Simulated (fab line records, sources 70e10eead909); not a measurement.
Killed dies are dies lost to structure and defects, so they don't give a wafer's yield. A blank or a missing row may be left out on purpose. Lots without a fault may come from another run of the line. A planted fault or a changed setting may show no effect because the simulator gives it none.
A struck lot beside a sound one | flow nand_harc | 42 steps out of a route of 1302
Sound: wafers L945.1, L945.5, L945.6. Struck: wafers L954.3, L954.4, L954.5. The cause comes at the end.
At each step with rows: each side's tool, then ch and its chambers, then its first start. Under that, the readings that differ: sound wafers | struck wafers | difference of the means | sigmas: that difference in standard deviations of wafers without a fault.
alike: readings whose means differ by less than 2 such deviations, and words and numbers that are the same on both sides. not compared: withheld readings, readings that some wafer has no value for, bounds like >300 that may hide the same value, and numbers for which the record gives no deviation and whose values overlap.
The two part at a step that has a row with sigmas, a row that says differs or no value, or rows on one side only. Numbers that don't overlap but have no deviation are shown without sigmas and don't part them. A reading that every wafer of one side lacks parts them only if that side has two wafers or more.

NHARC_A_CONTACT_ETCH_50: etches the open film in CF4/CHF3, target depth 121 nm, time 60.5 s.
  sound on rie_diel-03 ch 1,2; struck on rie_diel-09 ch 0,2,3
  alike: cf4_flow_sccm, chamber_pressure_mTorr, drypump_motor_current_A, oes_product_au, rf_vpp_V, showerhead_plenum_p_Torr, throttle_valve_pct
  not compared: rf_hours_counter_h
NHARC_A_CONTACT_ETCH_51: etches the open film in O2/COS, target depth 7000 nm, time 1820 s.
  sound on rie_diel-03 ch 0,1,2; struck on rie_diel-09 ch 0,2,3
  alike: chamber_pressure_mTorr, drypump_motor_current_A, oes_product_au, rf_vpp_V, showerhead_plenum_p_Torr, throttle_valve_pct
  not compared: rf_hours_counter_h
then, 4 steps without rows for these wafers: NHARC_A_CONTACT_ETCH_111 (etches the open film in C4F8/O2/Ar, time 140 s, target depth 700 nm); NHARC_A_CONTACT_ETCH_112 (etches the open film in C4F8/O2/Ar, time 190 s, target depth 1850 nm); NHARC_A_CONTACT_ETCH_113 (etches the open film in C4F8/O2/Ar, time 190 s, target depth 1850 nm); NHARC_A_CONTACT_ETCH_114 (etches the open film in C4F8/O2/Ar, time 190 s, target depth 1850 nm).
NHARC_A_CONTACT_ETCH_115: etches the open film in C4F8/O2/Ar, time 190 s, target depth 1850 nm.
  sound on har_cap_etch-03 ch 0,1, day 22 02:02; struck on har_cap_etch-03 ch 0,1, day 25 21:17
  alike: chamber_pressure_mTorr
  not compared: rf_hours_counter_h
then, 5 steps without rows for these wafers: NHARC_A_CONTACT_ETCH_116 (etches the open film in C4F8/O2/Ar, time 190 s, target depth 1850 nm); NHARC_A_CONTACT_ETCH_117 (etches the open film in C4F8/O2/Ar, time 190 s, target depth 1850 nm); NHARC_A_CONTACT_ETCH_118 (etches the open film in C4F8/O2/Ar, time 190 s, target depth 1850 nm); NHARC_A_CONTACT_ETCH_119 (etches the open film in C4F8/O2/Ar, time 190 s, target depth 1850 nm); NHARC_A_CONTACT_ETCH_120 (etches the open film in C4F8/O2/Ar, time 190 s, target depth 1850 nm).
NHARC_A_CONTACT_ETCH_121: etches the open film in C4F8/O2/Ar, time 190 s, target depth 1850 nm.
  sound on har_cap_etch-03 ch 0,1, day 22 03:25; struck on har_cap_etch-03 ch 0,1, day 25 22:38
  alike: chamber_pressure_mTorr
  not compared: rf_hours_counter_h
NHARC_A_CONTACT_ETCH_122: etches the open film in C4F8/O2/Ar, time 190 s, target depth 1850 nm.
  sound on har_cap_etch-03 ch 0,1, day 22 03:38; struck on har_cap_etch-03 ch 0,1, day 25 22:52
  alike: chamber_pressure_mTorr
  not compared: rf_hours_counter_h
then, 2 steps without rows for these wafers: NHARC_A_CONTACT_ETCH_123 (etches the open film in C4F8/O2/Ar, time 490 s, target depth 2110 nm); NHARC_A_CONTACT_ETCH_90 (etches the open film in CH3F/O2, target depth 40 nm, time 85.7 s).
NHARC_A_CONTACT_ETCH_96: etches the open film in C4F6/O2, target depth 20 nm, time 10 s.
  sound on rie_diel-02 ch 0,1,3; struck on rie_diel-02 ch 1,3, day 26 00:24
  reading               | sound             | struck            | difference | sigmas
  oes_product_au (a.u.) | 0.929 0.946 0.938 | 1.005 0.998 1.007 | +0.066     | +2
  alike: chamber_pressure_mTorr, drypump_motor_current_A, rf_vpp_V, showerhead_plenum_p_Torr, throttle_valve_pct
  not compared: rf_hours_counter_h
NHARC_A_CONTACT_CD_MEAS_53:
  sound on cd_sem-02, day 22 05:13; struck on cd_sem-03, day 26 00:29
  alike: cd_nm
then, 18 steps without rows for these wafers: NHARC_A_CONTACT_STRIP_99 (strips in N2/H2); NHARC_A_CONTACT_STRIP_100 (strips in CF4/CHF3); NHARC_A_CONTACT_STRIP_101 (strips in O2/COS); NHARC_A_CONTACT_ETCH_102 (etches the open film in CF4/O2, target depth 100 nm, overetch 10 nm, time 55 s); NHARC_A_CONTACT_STRIP_55 (strips in O2); NHARC_A_CONTACT_STRIP_56 (strips in post etch residue remover, time 600 s); NHARC_A_CONTACT_DEP_57 (deposits aC, target thk 5300 nm); NHARC_A_CONTACT_DEP_58 (deposits SiON, target thk 90 nm); NHARC_A_CONTACT_DEHYDRATE_59 (time 120 s); NHARC_A_CONTACT_HMDS_60 (time 30 s); NHARC_A_CONTACT_COAT_61 (time 75 s); NHARC_A_CONTACT_COAT_62 (time 65 s); NHARC_A_CONTACT_COAT_63 (resist thk 90 nm); NHARC_A_CONTACT_SOFTBAKE_64 (time 55 s); NHARC_A_CONTACT_EBR_65; NHARC_A_CONTACT_EXPOSE_66 (exposes mask A CC 2); NHARC_A_CONTACT_PEB_67 (peb time 65 s); NHARC_A_CONTACT_DEVELOP_68 (develop time 35 s).
NHARC_A_CONTACT_CD_MEAS_69: target cd 300 nm.
  sound on cd_sem-01 ch 0, day 22 11:55; struck on cd_sem-03 ch 0, day 26 06:33
  alike: cd_nm
NHARC_A_CONTACT_OVL_MEAS_70:
  sound on overlay-01, day 22 12:01; struck on overlay-02, day 26 06:38
  reading           | sound          | struck         | difference | sigmas
  overlay_x_nm (nm) | -0.5 -1.1 -1.5 | 0.9 0.4 0.8    | +1.7       | +2
  overlay_y_nm (nm) | 0.8 0.9 0.6    | -1.1 -1.0 -1.2 | -1.9       | -3
then, 3 steps without rows for these wafers: NHARC_A_CONTACT_DESCUM_74 (chemistry O2, time 3 s); NHARC_A_CONTACT_ETCH_75 (etches the open film in CF4, target depth 39 nm, time 65 s); NHARC_A_CONTACT_ETCH_76 (etches the open film in N2/H2, target depth 260 nm, time 475.3 s).
-- the record jumps here: 2 days lie between the struck wafers' starts before and after (it left off in module A_CONTACT and takes up again in module END, whose first step shown is number 1302 of the route) --
NHARC_END_SORT_01:
  the record has rows for the struck wafers here (prober-02 ch 0, day 28 16:57) and none for the sound ones

WHERE THEY PART
First at NHARC_A_CONTACT_ETCH_96; last, within this record, at NHARC_END_SORT_01.

WHY: what the simulator had put in
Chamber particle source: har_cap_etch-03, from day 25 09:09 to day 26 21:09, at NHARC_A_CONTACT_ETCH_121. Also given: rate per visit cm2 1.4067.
